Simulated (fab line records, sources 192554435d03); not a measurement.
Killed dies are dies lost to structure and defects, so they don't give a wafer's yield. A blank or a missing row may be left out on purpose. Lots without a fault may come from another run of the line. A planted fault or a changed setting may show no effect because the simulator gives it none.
Chamber matching | flow n5_finfet | N5_HKMG_FIN_ALD_75 on ald_hk-01: 4 sister chambers
The step deposits Al2O3, target thk 1 nm, co reactant pulse time 1 s. 8 wafers are shown with their chamber, then 8 later ones without.

WAFERS WITH THEIR CHAMBER
wafer  | chamber | heater_power_w (W) | precursor_pulse_height_rel
L084.4 | 3       | 153                | 1.000
L085.2 | 0       | 167                | 1.000
L085.3 | 1       | 128                | 0.989
L085.4 | 2       | 159                | 1.004
L090.2 | 2       | 159                | 1.000
L090.4 | 1       | 126                | 1.015
L090.6 | 0       | 166                | 0.954
L093.2 | 3       | 150                | 0.986

WAFERS WITHOUT THEIR CHAMBER
wafer  | heater_power_w (W) | precursor_pulse_height_rel
L093.4 | 163                | 0.977
L093.5 | 167                | 0.982
L094.3 | 169                | 1.010
L094.4 | 152                | 0.988
L094.5 | 154                | 0.970
L097.2 | 153                | 0.994
L097.3 | 129                | 0.991
L097.5 | 168                | 0.971

WHICH CHAMBER EACH WENT THROUGH
wafer  | from the rows above     | in truth
L093.4 | can't be placed: 0 or 2 | 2
L093.5 | 0                       | 0
L094.3 | 0                       | 0
L094.4 | 3                       | 3
L094.5 | can't be placed: 3 or 2 | 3
L097.2 | 3                       | 3
L097.3 | 1                       | 1
L097.5 | 0                       | 0
Placed correctly: 6 of 8. Can't be placed from these rows: 2 (the true chamber is among the candidates in 2). Placed wrongly: 0.
How it was worked out, from the rows above alone: a wafer's distance from a chamber is the root of the sum, over the readings, of the square of ((its reading less the chamber's mean) divided by the reading's scatter). The wafer belongs to the nearest chamber; if the next one is less than 2 further off, it can't be placed. A chamber's mean is the mean of its shown wafers. The scatter: the root of (the sum of the squares of (reading less its chamber's mean) over the shown wafers, divided by (wafers less chambers)).
